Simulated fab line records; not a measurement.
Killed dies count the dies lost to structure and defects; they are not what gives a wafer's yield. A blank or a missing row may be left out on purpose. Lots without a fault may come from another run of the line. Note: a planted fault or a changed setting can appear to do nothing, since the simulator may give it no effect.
Check for tools in common ; flow nand harc ; 8 lots and 24 wafers in the sample

## THE REASON FOR OPENING IT
At NHARC_END_SORT_01 the reading killed at periphery is flagged on 2 of 8 lots. Wafers without a fault read 3.8, standard deviation 2.7.
Rule: a lot gets a flag if all its wafers with a number sit over 4 standard deviations from that mean, or if no wafer of it has a number. All remaining lots are regarded as sound.

lot;measured;on;killed at periphery, wafer by wafer;flag
L641;day 20 03:38;prober-01;3 3 2;
L645;day 20 03:46;prober-02;1 2 3;
L651;day 21 07:43;prober-02;650 648 644;FLAGGED
L654;day 22 01:44;prober-01;664 661 660;FLAGGED
L655;day 22 18:03;prober-02;1 1 4;
L656;day 23 08:05;prober-01;5 5 3;
L658;day 23 16:43;prober-01;18 12 9;
L657;day 23 16:44;prober-02;1 2 0;
On average the flagged lots read 654.5, which is +650.7 against the usual, or +99 or more standard deviations.

## LOT BY LOT: THE TOOL USED
The record holds 3 process steps before the reading, out of a route of 1159 steps. Read each cell as the tool, then ch plus the chambers that the sampled wafers visited, then the start.
lot;flag;NHARC_P_GATE_RTA_64;NHARC_P_CONTACT_ETCH_35;NHARC_P_CONTACT_ETCH_18
L641;;rtp anneal-01 ch 0, day 5 07:31;rie diel-06 ch 2,3, day 5 10:44;rie diel-06 ch 0,2, day 5 12:38
L645;;rtp anneal-01 ch 0, day 6 09:46;rie diel-05 ch 0,1,3, day 6 12:49;rie diel-05 ch 0,1,3, day 6 13:12
L651;FLAGGED;rtp anneal-01 ch 0, day 7 18:40;rie diel-12 ch 0,2,3, day 7 22:11;rie diel-12 ch 0,2,3, day 7 22:36
L654;FLAGGED;rtp anneal-02 ch 0, day 8 17:28;rie diel-05 ch 1,3, day 8 20:39;rie diel-05 ch 1,2,3, day 8 21:07
L655;;rtp anneal-02 ch 0, day 9 00:43;rie diel-06 ch 1,2,3, day 9 04:15;rie diel-06 ch 0,1,2, day 9 05:11
L656;;rtp anneal-01 ch 0, day 9 01:53;rie diel-12 ch 2,3, day 9 05:14;rie diel-12 ch 1,3, day 9 05:38
L658;;rtp anneal-02 ch 0, day 9 16:32;rie diel-12 ch 0,1,2, day 9 19:49;rie diel-12 ch 0,1,2, day 9 20:13
L657;;rtp anneal-01 ch 0, day 9 11:29;rie diel-05 ch 2,3, day 9 14:32;rie diel-05 ch 0,2,3, day 9 15:00
What is done by these steps:
- NHARC_P_GATE_RTA_64: time 1 s.
- NHARC_P_CONTACT_ETCH_35: etches the open film in CF4, target depth 39 nm, time 65 s.
- NHARC_P_CONTACT_ETCH_18: etches the open film in C4F8/O2/Ar, target depth 481 nm, time 240.5 s.
- NHARC_END_SORT_01

## FLAGGED OVER TOTAL, TOOL BY TOOL (the gauges that took the reading come last)
step;tool;lots run;flagged;share of the flagged lots;sound lots run after its first flagged lot
NHARC_P_GATE_RTA_64;rtp anneal-01;5;1;some;2 (L656,L657)
NHARC_P_GATE_RTA_64;rtp anneal-02;3;1;some;2 (L655,L658)
NHARC_P_CONTACT_ETCH_35;rie diel-05;3;1;some;1 (L657)
NHARC_P_CONTACT_ETCH_35;rie diel-06;2;0;none;-
NHARC_P_CONTACT_ETCH_35;rie diel-12;3;1;some;2 (L656,L658)
NHARC_P_CONTACT_ETCH_18;rie diel-05;3;1;some;1 (L657)
NHARC_P_CONTACT_ETCH_18;rie diel-06;2;0;none;-
NHARC_P_CONTACT_ETCH_18;rie diel-12;3;1;some;2 (L656,L658)
NHARC_END_SORT_01;prober-01;4;1;some;2 (L656,L658)
NHARC_END_SORT_01;prober-02;4;1;some;2 (L655,L657)

## WHAT THE TABLE ALLOWS
No row of the table ran every flagged lot.

## WHAT THE SIMULATOR HAD INSERTED
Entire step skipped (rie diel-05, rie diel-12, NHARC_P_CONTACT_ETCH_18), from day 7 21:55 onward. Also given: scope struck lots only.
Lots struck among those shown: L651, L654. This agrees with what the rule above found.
